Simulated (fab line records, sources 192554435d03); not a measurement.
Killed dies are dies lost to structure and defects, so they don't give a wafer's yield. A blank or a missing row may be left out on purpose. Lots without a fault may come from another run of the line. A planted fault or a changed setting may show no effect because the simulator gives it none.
Chamber matching | flow n5_finfet | N5_BEOL_M2_VIA_ETCH_34 on rie_diel-01: 4 sister chambers
The step etches the open film in C4F6/O2, target depth 69.4 nm, time 65.9 s. 8 wafers are shown with their chamber, then 8 later ones without.

WAFERS WITH THEIR CHAMBER
wafer  | chamber | rf_vpp_V (V) | showerhead_plenum_p_Torr (Torr)
L086.2 | 0       | 629          | 2.76
L086.3 | 2       | 693          | 2.83
L083.2 | 3       | 688          | 2.78
L083.3 | 0       | 628          | 2.76
L085.2 | 2       | 692          | 2.83
L085.3 | 1       | 712          | 2.98
L085.4 | 3       | 692          | 2.78
L092.2 | 1       | 712          | 2.97

WAFERS WITHOUT THEIR CHAMBER
wafer  | rf_vpp_V (V) | showerhead_plenum_p_Torr (Torr)
L092.3 | 628          | 2.75
L092.5 | 692          | 2.82
L094.2 | 712          | 2.97
L094.3 | 629          | 2.75
L094.4 | 692          | 2.82
L093.2 | 711          | 2.97
L093.3 | 690          | 2.77
L093.6 | 691          | 2.82

WHICH CHAMBER EACH WENT THROUGH
wafer  | from the rows above | in truth
L092.3 | 0                   | 0
L092.5 | 2                   | 2
L094.2 | 1                   | 1
L094.3 | 0                   | 0
L094.4 | 2                   | 2
L093.2 | 1                   | 1
L093.3 | 3                   | 3
L093.6 | 2                   | 2
Placed correctly: 8 of 8. Can't be placed from these rows: 0. Placed wrongly: 0.
How it was worked out, from the rows above alone: a wafer's distance from a chamber is the root of the sum, over the readings, of the square of ((its reading less the chamber's mean) divided by the reading's scatter). The wafer belongs to the nearest chamber; if the next one is less than 2 further off, it can't be placed. A chamber's mean is the mean of its shown wafers. The scatter: the root of (the sum of the squares of (reading less its chamber's mean) over the shown wafers, divided by (wafers less chambers)).
